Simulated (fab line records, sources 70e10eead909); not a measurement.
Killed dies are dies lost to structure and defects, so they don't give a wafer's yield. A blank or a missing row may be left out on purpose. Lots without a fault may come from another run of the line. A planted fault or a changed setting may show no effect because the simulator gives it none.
fab line records | flow nand_harc
record lots=6 wafers=18 last_day=33
route steps=1302 shown A_CHANNEL_FILL_D2@612 A_STAIRCASE@639 END@1301
lots that met no fault: from a run of the same line without faults
start_h: hours from the record's first day to the start of the lot's first wafer shown | wait_h: hours since the lot's step before | " the same as in the row above | L1.1+2: a row that stands for several wafers | - no value, or no start given | * or withheld: withheld | < > ~ a bound
route shown NAME@n: a module of which the file shows steps, and the number in the route of the first | usual: mean/standard deviation of fault-free wafers | same: alike in all rows | chamber/n: place in a boat | sites: the reading at each site | _std_site: their standard deviation | _edge_site: outer sites' mean less inner sites' | radius_mm: how far each site lies from the wafer's centre | mask NAME#n: copy n | behind: the tool/chamber that last shaped the wafer | hold: why the lot was held/for how many hours/how that ended | device: the transistor (n, p or np) that didn't switch | end of line: the same wafers' tests at the end of the route | a step without rows: its recipe alone | killed: dies lost to structure and defects at the first sort, not the wafer's yield | map: a wafer's dies, x killed, . not, _ none there
set.NAME: the setting as run; set.NAME@STEP: as run at that earlier step | model.NAME: the simulator's own value behind a step, which no gauge read
lots at some steps of the route; a table a step, a row a wafer
services: from which hour (start_h, from the record's first day; less than 0 if before it) a tool's chamber was out of use, for how many hours, and why
## steps
# step NHARC_A_CHANNEL_FILL_D2_ALD_02
# recipe target_thk_a=60 pulse_time_s=10 ald_cycles=60 temp_c=300 material=SiO2
# usual heater_power_w=479/49 precursor_pulse_height_rel=0.997/0.02
# columns lot.wafer tool chamber start_h wait_h heater_power_w precursor_pulse_height_rel
L657.2 ald_hk-01 3 297.61 - 510 1.029
L657.4 " 0 " " 466 1.004
L657.6 " 3 " " 532 0.990
L659.4 ald_hk-01 0 328.38 - 460 0.955
L659.1 " 2 " " 435 0.989
L659.5 " 0 " " 471 0.979
L662.3 ald_hk-04 1 364.23 - 614 0.974
L662.6 " 1 " " 606 0.996
L662.5 " 2 " " 440 1.013
L665.3 ald_hk-01 0 387.32 - 478 0.989
L665.2 " 1 " " 484 1.000
L665.6 " 3 " " 526 1.000
L678.1 ald_hk-01 0 516.04 - 484 0.985
L678.3 " 1 " " 477 1.017
L678.5 " 1 " " 482 1.009
L680.4 ald_hk-01 1 522.72 - 473 0.992
L680.1 " 2 " " 444 1.006
L680.6 " 3 " " 517 0.973
# step NHARC_A_CHANNEL_FILL_D2_ALD_03
# recipe target_thk_a=60 pulse_time_s=60 ald_cycles=58 temp_c=630 pressure_torr=2 material=SiNx
# step NHARC_A_CHANNEL_FILL_D2_ALD_14
# recipe target_thk_a=25 pulse_time_s=10 ald_cycles=25 temp_c=300 material=SiO2
# step NHARC_A_CHANNEL_FILL_D2_ALD_15
# recipe target_thk_a=20 pulse_time_s=60 ald_cycles=19 temp_c=630 pressure_torr=2 material=SiNx
# usual chamber_pressure_Torr=2.001/0.0045 precursor_pulse_height_rel=0.999/0.019
# columns lot.wafer tool chamber start_h wait_h chamber_pressure_Torr precursor_pulse_height_rel
L657.2 ald_sin_batch-01 0 - - 2.000 0.995
L657.4 " 0 " " 2.008 1.001
L657.6 " 0 " " 2.007 1.008
L659.1 ald_sin_batch-01 0 - - 2.007 1.038
L659.4 " 0 " " 2.007 0.947
L659.5 " 0 " " 2.004 0.966
L662.3 ald_sin_batch-01 0 - - 2.007 1.020
L662.5 " 0 " " 2.004 1.017
L662.6 " 0 " " 2.010 1.004
L665.2 ald_sin_batch-02 0 - - 2.002 0.995
L665.3 " 0 " " 1.999 0.992
L665.6 " 0 " " 2.002 1.008
L678.1 ald_sin_batch-02 0 - - 2.000 1.018
L678.3 " 0 " " 1.998 0.971
L678.5 " 0 " " 2.005 1.029
L680.1 ald_sin_batch-03 0 - - 2.002 1.029
L680.4 " 0 " " 1.998 1.019
L680.6 " 0 " " 1.998 0.989
# step NHARC_A_CHANNEL_FILL_D2_ALD_16
# recipe target_thk_a=15 pulse_time_s=10 ald_cycles=15 temp_c=300 material=SiO2
# step NHARC_A_CHANNEL_FILL_D2_ANNEAL_17
# recipe temp_c=850 time_s=1800
# step NHARC_A_CHANNEL_FILL_D2_CVD_18
# recipe target_thk_a=30 temp_c=550 material=poly-Si
# step NHARC_A_CHANNEL_FILL_D2_ETCHBACK_19
# recipe target_depth_a=50 time_s=1.7 hbr_flow_sccm=150 cl2_flow_sccm=50 rf_w=400 icp_w=400 bias_w=100 chemistry=HBr/Cl2
# step NHARC_A_CHANNEL_FILL_D2_ETCHBACK_20
# recipe target_depth_a=270 time_s=13.5 c4f8_flow_sccm=withheld o2_flow_sccm=8 ar_flow_sccm=withheld rf_w=600 bias_w=1500 chemistry=C4F8/O2/Ar
# step NHARC_A_CHANNEL_FILL_D2_STRIP_28
# recipe time_s=20 o2_flow_sccm=500 ar_flow_sccm=0 bias_w=0 chemistry=O2
# usual drypump_motor_current_A=5.8/0.53 oes_product_au=0.998/0.0076 rf_vpp_V=57.9/0.94 showerhead_plenum_p_Torr=3.55/0.16 throttle_valve_pct=17.036/0.0087
# columns lot.wafer tool chamber start_h wait_h drypump_motor_current_A oes_product_au rf_hours_counter_h rf_vpp_V showerhead_plenum_p_Torr throttle_valve_pct
L657.4 rie_diel-04 0 322.02 0.1 4.9 0.995 4 58.2 3.63 17.023
L657.2 " 1 " " 5.1 0.993 3 56.0 3.35 17.041
L657.6 " 0 " " 4.9 1.001 - 58.3 3.63 17.029
L659.1 rie_diel-01 0 353.97 0.1 5.9 0.991 4 59.3 3.80 17.030
L659.4 " 2 " " 6.0 0.992 4 58.6 3.61 17.028
L659.5 " 0 " " 5.9 0.986 - 59.5 3.79 17.032
L662.3 rie_diel-04 1 388.93 0.1 5.1 1.006 1 57.2 3.35 17.049
L662.5 " 2 " " 6.5 1.002 - 59.8 3.77 17.034
L662.6 " 3 " " 5.6 0.997 - 55.3 3.50 17.039
L665.2 rie_diel-04 1 414.48 0.1 5.1 1.004 2 57.9 3.35 17.022
L665.3 " 0 " " 4.9 1.005 2 57.5 3.63 17.021
L665.6 " 1 " " 5.1 0.993 - 56.7 3.35 17.040
L678.3 rie_diel-04 2 541.46 0.1 6.5 0.999 0 59.9 3.77 17.054
L678.1 " 1 " " 5.1 1.004 0 57.3 3.35 17.044
L678.5 " 3 " " 5.6 0.998 - 57.3 3.49 17.028
L680.4 rie_diel-01 1 545.23 0.1 6.4 0.992 4 56.6 3.33 17.035
L680.1 " 3 " " 6.1 1.005 4 57.3 3.45 17.032
L680.6 " 2 " " 6.0 1.006 - 59.0 3.61 17.052
# step NHARC_A_CHANNEL_FILL_D2_PRECLEAN_21
# recipe time_s=30 chemistry=dHF
# step NHARC_A_CHANNEL_FILL_D2_SRD_23
# step NHARC_A_CHANNEL_FILL_D2_CVD_05
# recipe target_thk_a=50 temp_c=550 material=poly-Si
# usual spike_tc_top_C=573.7/1.9
# columns lot.wafer tool chamber start_h wait_h spike_tc_top_C
L657.2 lpcvd_poly-01 0 324.41 2.3 572.9
L657.4 " 0 " " 572.6
L657.6 " 0 " " 572.6
L659.1 lpcvd_poly-03 0 356.43 2.3 575.1
L659.4 " 0 " " 575.9
L659.5 " 0 " " 578.5
L662.3 lpcvd_poly-01 0 392.06 3.0 573.2
L662.5 " 0 " " 571.8
L662.6 " 0 " " 574.3
L665.2 lpcvd_poly-04 0 417.72 3.1 571.9
L665.3 " 0 " " 570.1
L665.6 " 0 " " 572.0
L678.1 lpcvd_poly-01 0 544.39 2.8 574.1
L678.3 " 0 " " 572.2
L678.5 " 0 " " 573.2
L680.1 lpcvd_poly-01 0 547.62 2.3 573.4
L680.4 " 0 " " 572.8
L680.6 " 0 " " 571.2
# step NHARC_A_CHANNEL_FILL_D2_ANNEAL_22
# recipe temp_c=620 time_s=7200
# step NHARC_A_CHANNEL_FILL_D2_THK_MEAS_06
# recipe thk_meas_gauge=ellipsometry
# usual thk_nm=4.9/0.9
# columns lot.wafer tool chamber start_h wait_h thk_nm
L657.2 film_metro-02 - 333.75 0.4 4.2
L657.4 " - " " 4.8
L657.6 " - " " 5.2
L659.1 film_metro-02 - 367.90 0.4 5.3
L659.4 " - " " 4.0
L659.5 " - " " 3.7
L662.3 film_metro-01 - 400.86 0.4 5.8
L662.5 " - " " 6.0
L662.6 " - " " 3.6
L665.2 film_metro-01 - 427.34 0.4 4.9
L665.3 " - " " 4.4
L665.6 " - " " 5.7
L678.1 film_metro-01 - 553.22 0.4 5.9
L678.3 " - " " 5.3
L678.5 " - " " 5.2
L680.1 film_metro-01 - 556.86 0.4 7.3
L680.4 " - " " 7.3
L680.6 " - " " 6.3
# step NHARC_A_CHANNEL_FILL_D2_ALD_25
# recipe target_thk_a=600 pulse_time_s=10 ald_cycles=600 temp_c=300 material=SiOx
# step NHARC_A_CHANNEL_FILL_D2_ETCHBACK_08
# recipe target_depth_a=2200 time_s=110 c4f8_flow_sccm=20 ar_flow_sccm=withheld rf_w=600 bias_w=300 chemistry=C4F8
# step NHARC_A_CHANNEL_FILL_D2_STRIP_29
# recipe time_s=20 o2_flow_sccm=500 ar_flow_sccm=0 bias_w=0 chemistry=O2
# step NHARC_A_CHANNEL_FILL_D2_PRECLEAN_30
# recipe time_s=30 chemistry=dHF
# step NHARC_A_CHANNEL_FILL_D2_SRD_31
# step NHARC_A_CHANNEL_FILL_D2_CVD_09
# recipe target_thk_a=1500 temp_c=620 pressure_mtorr=200 time_s=3000 material=poly-Si
# step NHARC_A_CHANNEL_FILL_D2_CMP_10
# recipe target_thk_nm=150
# step NHARC_A_CHANNEL_FILL_D2_SRD_12
# step NHARC_A_CHANNEL_FILL_D2_RTA_24
# recipe temp_c=1000 time_s=5
# step NHARC_A_CHANNEL_FILL_D2_INSPECT_13
# usual raw_defect_count=356/100
# columns lot.wafer tool chamber start_h wait_h raw_defect_count
L657.2 defect_inspect-02 - 345.70 0.1 317
L657.4 " - " " 373
L657.6 " - " " 356
L659.1 defect_inspect-02 - 379.90 0.2 510
L659.4 " - " " 766
L659.5 " - " " 550
L662.3 defect_inspect-02 - 412.85 0.1 308
L662.5 " - " " 475
L662.6 " - " " 319
L665.2 defect_inspect-02 - 440.92 0.1 343
L665.3 " - " " 319
L665.6 " - " " 378
L678.1 defect_inspect-01 - 565.30 0.2 402
L678.3 " - " " 467
L678.5 " - " " 256
L680.1 defect_inspect-02 - 568.95 0.2 230
L680.4 " - " " 318
L680.6 " - " " 210
# step NHARC_A_STAIRCASE_DEP_156
# recipe target_thk_a=500 temp_c=400 target_thk_nm=50 flow_sccm=200 rf_w=450 material=SiNx
# usual heater_power_w=743/92 rf_fwd_power_W=448.1/1.4
# columns lot.wafer tool chamber start_h wait_h heater_power_w rf_fwd_power_W
L657.2 pecvd-01 2 345.76 0.1 920 446.7
L657.4 " 0 " " 601 448.2
L657.6 " 1 " " 656 446.4
L659.1 pecvd-02 0 380.03 0.1 670 449.8
L659.5 " 1 " " 796 448.0
L659.4 " 0 " " 683 447.4
L662.3 pecvd-04 0 412.98 0.1 804 446.6
L662.6 " 2 " " 797 448.9
L662.5 " 0 " " 808 446.8
L665.3 pecvd-01 2 440.99 0.1 813 449.3
L665.2 " 0 " " 628 445.8
L665.6 " 0 " " 649 447.6
L678.3 pecvd-04 1 565.40 0.1 837 448.8
L678.1 " 2 " " 670 449.0
L678.5 " 1 " " 816 450.1
L680.1 pecvd-04 1 569.08 0.1 900 448.8
L680.6 " 2 " " 659 447.6
L680.4 " 1 " " 900 449.5
# step NHARC_A_STAIRCASE_DEHYDRATE_158
# recipe temp_c=150 time_s=120
# step NHARC_A_STAIRCASE_HMDS_159
# recipe time_s=30
# step NHARC_A_STAIRCASE_COAT_160
# recipe spin_rpm=1200
# step NHARC_A_STAIRCASE_SOFTBAKE_161
# recipe temp_c=135 time_s=170
# step NHARC_A_STAIRCASE_EBR_162
# step NHARC_A_STAIRCASE_EXPOSE_163
# recipe na=0.5 dose_mj=20.01 mask_id=STAIR_OPEN
# step NHARC_A_STAIRCASE_PEB_164
# recipe peb_temp_c=115 peb_time_s=130
# step NHARC_A_STAIRCASE_DEVELOP_165
# recipe time_s=140
# step NHARC_A_STAIRCASE_HARDBAKE_167
# recipe temp_c=120 time_s=140
# step NHARC_A_STAIRCASE_DESCUM_168
# recipe time_s=3 o2_flow_sccm=200 ar_flow_sccm=0 bias_power_w=0 chemistry=O2
# step NHARC_A_STAIRCASE_ETCH_169
# recipe target_depth_a=500 time_s=107.1 ion_energy_ev=120 ch3f_flow_sccm=50 o2_flow_sccm=30 ar_flow_sccm=200 rf_w=500 bias_w=100 chemistry=CH3F/O2
# step NHARC_A_STAIRCASE_ETCH_170
# recipe target_depth_a=2000 time_s=66.667 ion_energy_ev=250 c4f6_flow_sccm=25 o2_flow_sccm=20 ar_flow_sccm=500 rf_w=600 bias_w=500 chemistry=C4F6/O2
# step NHARC_A_STAIRCASE_STRIP_171
# recipe power_w=1500 temp_c=250 chemistry=O2
# usual drypump_motor_current_A=5.78/0.17 heater_power_w=361/34 temp_c=250.02/0.18
# columns lot.wafer tool chamber start_h wait_h drypump_motor_current_A heater_power_w rf_hours_counter_h temp_c
L657.2 plasma_asher-02 1 347.12 - 5.59 391 17 250.16
L657.4 " 0 " " 5.74 324 - 250.03
L657.6 " 0 " " 5.71 321 - 250.08
L659.1 plasma_asher-02 0 381.31 - 5.72 335 24 250.03
L659.4 " 1 " " 5.60 405 - 250.25
L659.5 " 1 " " 5.61 392 - 250.21
L662.3 plasma_asher-02 1 414.65 - 5.59 383 - 250.25
L662.6 " 0 " " 5.72 323 - 249.80
L662.5 " 1 " " 5.59 403 - 250.26
L665.2 plasma_asher-01 0 442.29 - 5.77 329 18 249.84
L665.3 " 0 " " 5.77 340 - 249.85
L665.6 " 1 " " 6.05 406 - 249.77
L678.1 plasma_asher-01 0 566.72 - 5.75 331 6 249.93
L678.3 " 0 " " 5.74 329 - 250.12
L678.5 " 1 " " 6.05 391 - 249.79
L680.1 plasma_asher-01 1 570.34 - 6.05 420 8 249.88
L680.4 " 0 " " 5.74 322 - 250.05
L680.6 " 0 " " 5.76 328 - 250.13
# step NHARC_END_WLT_00
# usual VT_DECK1_BOTTOM=0.867/0.0081 VT_DECK1_BOTTOM_INNER=0.868/0.008 VT_DECK1_MEDIAN_NEAR_BOTTOM=0.868/0.0083 VT_DECK1_MEDIAN_NEAR_BOTTOM_INNER=0.868/0.0082 VT_DECK1_MIDDLE=0.879/0.0077 VT_DECK1_MIDDLE_INNER=0.881/0.0077 VT_DECK1_TOP=0.891/0.008 VT_DECK1_TOP_INNER=0.891/0.0079 VT_DECK2_BOTTOM=0.870/0.0072 VT_DECK2_BOTTOM_INNER=0.870/0.0071 VT_DECK2_MEDIAN_NEAR_BOTTOM=0.871/0.0079 VT_DECK2_MEDIAN_NEAR_BOTTOM_INNER=0.872/0.0073 VT_DECK2_MIDDLE=0.883/0.0071 VT_DECK2_MIDDLE_INNER=0.883/0.0077 VT_DECK2_TOP=0.896/0.0077 VT_DECK2_TOP_INNER=0.894/0.0074
# columns lot.wafer tool chamber start_h wait_h VT_DECK1_BOTTOM VT_DECK1_BOTTOM_INNER VT_DECK1_MEDIAN_NEAR_BOTTOM VT_DECK1_MEDIAN_NEAR_BOTTOM_INNER VT_DECK1_MIDDLE VT_DECK1_MIDDLE_INNER VT_DECK1_TOP VT_DECK1_TOP_INNER VT_DECK2_BOTTOM VT_DECK2_BOTTOM_INNER VT_DECK2_MEDIAN_NEAR_BOTTOM VT_DECK2_MEDIAN_NEAR_BOTTOM_INNER VT_DECK2_MIDDLE VT_DECK2_MIDDLE_INNER VT_DECK2_TOP VT_DECK2_TOP_INNER
L657.2 prober-01 - 577.60 0.5 0.874 0.875 0.881 0.871 0.887 0.895 0.907 0.901 0.869 0.870 0.876 0.867 0.886 0.883 0.903 0.894
L657.4 " - 578.60 1.5 0.880 0.868 0.872 0.879 0.887 0.887 0.903 0.901 0.863 0.866 0.859 0.863 0.878 0.882 0.893 0.902
L657.6 " - 579.60 2.5 0.871 0.868 0.875 0.871 0.884 0.884 0.897 0.898 0.863 0.862 0.858 0.855 0.882 0.880 0.894 0.893
L659.1 prober-01 - 592.75 12.1 0.868 0.861 0.868 0.859 0.879 0.883 0.888 0.884 0.864 0.860 0.866 0.865 0.876 0.875 0.885 0.883
L659.4 " - 594.24 13.6 0.853 0.864 0.860 0.861 0.877 0.873 0.879 0.892 0.868 0.860 0.879 0.865 0.878 0.876 0.889 0.891
L659.5 " - " " 0.862 0.861 0.859 0.868 0.882 0.876 0.888 0.886 0.874 0.869 0.872 0.876 0.881 0.877 0.890 0.898
L665.2 prober-02 - 655.10 0.6 0.867 0.862 0.858 0.866 0.869 0.876 0.885 0.882 0.873 0.875 0.877 0.876 0.894 0.890 0.906 0.897
L665.3 " - " " 0.860 0.864 0.867 0.865 0.870 0.883 0.886 0.883 0.876 0.867 0.881 0.872 0.889 0.882 0.899 0.902
L665.6 " - 657.12 2.6 0.860 0.867 0.858 0.875 0.876 0.873 0.885 0.893 0.867 0.875 0.873 0.863 0.880 0.890 0.899 0.894
L662.3 prober-01 - 663.37 8.8 0.852 0.857 0.854 0.858 0.862 0.866 0.882 0.882 0.865 0.855 0.860 0.852 0.861 0.874 0.888 0.882
L662.5 " - 664.37 9.8 0.852 0.855 0.858 0.862 0.860 0.869 0.879 0.874 0.865 0.865 0.859 0.864 0.875 0.877 0.889 0.883
L662.6 " - " " 0.859 0.859 0.863 0.854 0.873 0.871 0.881 0.885 0.864 0.869 0.860 0.855 0.872 0.872 0.883 0.892
L678.1 prober-02 - 772.86 0.1 0.872 0.876 0.871 0.871 0.879 0.889 0.900 0.905 0.942 0.942 0.946 0.943 0.964 0.958 0.986 0.990
L678.3 " - 773.86 1.1 0.880 0.882 0.881 0.873 0.890 0.890 0.899 0.905 0.944 0.952 0.946 0.947 0.958 0.969 0.987 0.982
L678.5 " - 774.86 2.1 0.874 0.874 0.880 0.875 0.890 0.896 0.906 0.896 0.944 0.961 0.959 0.957 0.973 0.964 0.985 0.976
L680.1 prober-02 - 780.65 0.7 0.876 0.877 0.876 0.874 0.889 0.887 0.909 0.902 0.948 0.955 0.956 0.952 0.962 0.966 0.986 0.980
L680.4 " - 782.15 2.2 0.875 0.877 0.876 0.880 0.890 0.887 0.893 0.904 0.957 0.958 0.953 0.949 0.963 0.972 0.986 0.979
L680.6 " - 783.15 3.2 0.880 0.872 0.874 0.879 0.883 0.891 0.898 0.904 0.959 0.949 0.955 0.957 0.971 0.974 0.985 0.981
# step NHARC_END_SORT_01
# recipe temp_c=25
# usual killed_at_array=57/24 killed_at_other=0.7/0.94 killed_at_periphery=3.8/2.5 killed_dies=62/23 killed_open=3.1/1.8 killed_short=2.5/1.6
# same gross_dies=677
# columns lot.wafer tool chamber start_h wait_h killed_at_array killed_at_other killed_at_periphery killed_dies killed_open killed_short
L657.2 prober-01 0 580.90 2.8 23 1 3 27 3 1
L657.4 prober-01 0 582.52 3.4 25 2 3 30 7 3
L657.6 prober-01 0 584.13 4.0 21 2 2 25 2 0
L662.3 prober-01 0 666.95 3.1 46 1 5 52 7 2
L662.5 prober-01 0 668.53 3.7 36 0 3 39 3 1
L662.6 prober-01 0 669.32 3.9 58 0 8 66 4 4
L678.1 prober-02 0 775.86 2.5 35 0 5 40 3 4
L678.3 prober-02 0 777.46 3.1 47 0 6 53 3 4
L678.5 prober-02 0 779.06 3.7 41 0 9 50 3 3
# killed by level:class
L657.2 A_CHANNEL_HOLE_D2:chamber_film_flake=5 A_STAIRCASE:chamber_film_flake=5 A_CONTACT:chamber_film_flake=5 A_ONON_D2:geometric_particle:open=2 P_ZERO_WELL:chamber_film_flake=2 A_ONON_D1:geometric_particle:open=1 A_DECK1_JOINT:geometric_particle:short=1 P_GATE:chamber_film_flake=1
L657.4 A_CHANNEL_HOLE_D2:chamber_film_flake=7 A_STAIRCASE:chamber_film_flake=7 A_M1:geometric_particle:open=2 P_ZERO_WELL:chamber_film_flake=2 A_CONTACT:chamber_film_flake=2 P_M0:geometric_particle:short=1 A_SOURCE_PLATE:geometric_particle:open=1 A_ONON_D1:geometric_particle:open=1
L657.6 A_CHANNEL_HOLE_D2:chamber_film_flake=8 A_STAIRCASE:chamber_film_flake=7 THIN_TSV:chamber_film_flake=2 A_CONTACT:chamber_film_flake=2 A_ONON_D1:geometric_particle:open=1 A_WL_FILL:geometric_particle:open=1 P_ZERO_WELL:chamber_film_flake=1 P_GATE:chamber_film_flake=1
L662.3 A_CHANNEL_HOLE_D2:chamber_film_flake=29 A_CHANNEL_FILL_D2:chamber_film_flake=5 A_CHANNEL_HOLE_D1:chamber_film_flake=3 P_GATE:geometric_particle:open=2 P_CONTACT:geometric_particle:open=1 A_ONON_D1:geometric_particle:open=1 A_CHANNEL_FILL_D1:geometric_particle:open=1 A_ONON_D2:geometric_particle:short=1
L662.5 A_CHANNEL_HOLE_D2:chamber_film_flake=24 A_CHANNEL_HOLE_D1:chamber_film_flake=3 A_CHANNEL_FILL_D1:chamber_film_flake=2 A_DECK1_JOINT:chamber_film_flake=2 P_M0:geometric_particle:open=1 P_M0:geometric_particle:short=1 A_CHANNEL_FILL_D2:chamber_film_flake=1 A_CHANNEL_HOLE_D2:geometric_particle:open=1
L662.6 A_CHANNEL_HOLE_D2:chamber_film_flake=31 A_CHANNEL_HOLE_D1:chamber_film_flake=5 P_STI:chamber_film_flake=4 A_CHANNEL_FILL_D2:chamber_film_flake=4 P_ZERO_WELL:chamber_film_flake=2 A_ZERO_WELL:chamber_film_flake=2 A_DECK1_JOINT:chamber_film_flake=2 A_WL_FILL:chamber_film_flake=2
L678.1 A_CHANNEL_HOLE_D1:chamber_film_flake=12 A_CONTACT:chamber_film_flake=7 P_M1:chamber_film_flake=5 A_SLIT:chamber_film_flake=5 A_CHANNEL_FILL_D2:chamber_film_flake=3 A_ONON_D1:geometric_particle:short=2 A_DECK1_JOINT:geometric_particle:open=1 A_SGD_CUT:geometric_particle:short=1
L678.3 A_CHANNEL_HOLE_D1:chamber_film_flake=19 A_SLIT:chamber_film_flake=9 A_CONTACT:chamber_film_flake=5 P_M1:chamber_film_flake=4 A_CHANNEL_FILL_D2:chamber_film_flake=3 A_ONON_D2:geometric_particle:short=2 P_GATE:chamber_film_flake=2 A_ONON_D1:geometric_particle:short=1
L678.5 A_CHANNEL_HOLE_D1:chamber_film_flake=13 A_SLIT:chamber_film_flake=10 A_CONTACT:chamber_film_flake=8 P_M1:chamber_film_flake=5 P_GATE:chamber_film_flake=2 A_CHANNEL_FILL_D2:chamber_film_flake=2 A_STAIRCASE:chamber_film_flake=2 P_M0:geometric_particle:short=1
## services
# columns tool chamber start_h hours kind
plasma_asher-01 - 296.23 1.5 repair
ald_hk-01 - 305.57 10.0 pm
pecvd-01 - 311.30 13.0 pm
pecvd-01 - 340.93 1.6 repair
plasma_asher-02 - 345.42 1.7 repair
rie_diel-04 - 354.95 9.0 pm
plasma_asher-01 - 379.02 0.7 repair
rie_diel-01 - 380.95 9.0 pm
plasma_asher-02 - 427.07 9.0 pm
rie_diel-01 3 446.35 7.4 repair
pecvd-04 - 450.49 13.0 pm
ald_hk-01 - 473.11 1.1 repair
pecvd-01 - 492.30 13.0 pm
ald_sin_batch-02 - 494.07 15.9 repair
rie_diel-04 2 507.63 9.1 repair
ald_sin_batch-01 - 509.14 26.0 pm
rie_diel-04 1 513.80 6.0 repair
plasma_asher-01 - 519.58 9.0 pm
rie_diel-04 0 523.55 6.1 repair
rie_diel-04 - 531.95 9.0 pm
ald_hk-01 - 550.26 2.2 repair
rie_diel-01 - 557.95 9.0 pm
ald_hk-01 - 562.04 3.8 repair
lpcvd_poly-01 - 569.00 26.0 pm
## key
first_sign step=NHARC_A_CHANNEL_FILL_D2_THK_MEAS_06 reading=thk_nm direction=up sigmas=1.5 usual=4.9 struck=6.2
effect step=NHARC_END_WLT_00 reading=VT_DECK2_TOP_INNER direction=up sigmas=12 usual=0.894 struck=0.981
met_at NHARC_A_CHANNEL_FILL_D2_CVD_05
struck_wafers L678.1,L678.3,L678.5,L680.1,L680.4,L680.6
tester_left_out L678,L680
onset_between 392.06 544.39
also_fits time
fault kind=process_parameter_drift tool=lpcvd_poly-01 chamber=- onset_h=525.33 steps=NHARC_A_CHANNEL_FILL_D2_CVD_05 channel=target_thk_a offset=* shape=step end_h=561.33 acts_in=* stated=*
# tester_left_out: of these lots the tester's yield and bins aren't shown, on N5 and GAA mostly nor the transistor test; their killed dies are dies lost to structure and defects alone, not to doping, threshold or leakage, so they don't give the yield
